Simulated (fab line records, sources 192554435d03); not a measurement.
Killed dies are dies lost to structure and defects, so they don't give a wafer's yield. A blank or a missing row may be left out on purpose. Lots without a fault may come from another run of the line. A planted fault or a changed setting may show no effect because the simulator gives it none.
Chamber matching | flow n5_finfet | N5_MOL_CONTACT_COAG_STRIP_96 on rie_diel-05: 4 sister chambers
The step strips in N2/H2. 4 wafers are shown with their chamber, then 7 later ones without.

WAFERS WITH THEIR CHAMBER
wafer  | chamber | showerhead_plenum_p_Torr (Torr)
L089.1 | 0       | 3.17
L089.5 | 1       | 3.29
L092.1 | 2       | 3.47
L092.2 | 3       | 3.18

WAFERS WITHOUT THEIR CHAMBER
wafer  | showerhead_plenum_p_Torr (Torr)
L092.6 | 3.29
L093.3 | 3.28
L093.5 | 3.47
L093.6 | 3.18
L096.2 | 3.47
L096.5 | 3.18
L096.6 | 3.47

WHICH CHAMBER EACH WENT THROUGH
wafer  | from the rows above | in truth
L092.6 | 1                   | 1
L093.3 | 1                   | 1
L093.5 | 2                   | 2
L093.6 | 3                   | 3
L096.2 | 2                   | 2
L096.5 | 3                   | 3
L096.6 | 2                   | 2
Placed correctly: 7 of 7. Can't be placed from these rows: 0. Placed wrongly: 0.
How it was worked out, from the rows above alone: a wafer's distance from a chamber is the root of the sum, over the readings, of the square of ((its reading less the chamber's mean) divided by the reading's scatter). The wafer belongs to the nearest chamber; if the next one is less than 2 further off, it can't be placed. A chamber's mean is the mean of its shown wafers. The scatter: with one shown wafer a chamber, the root of the mean of the squares of how far each hidden wafer lies from its nearest shown one.
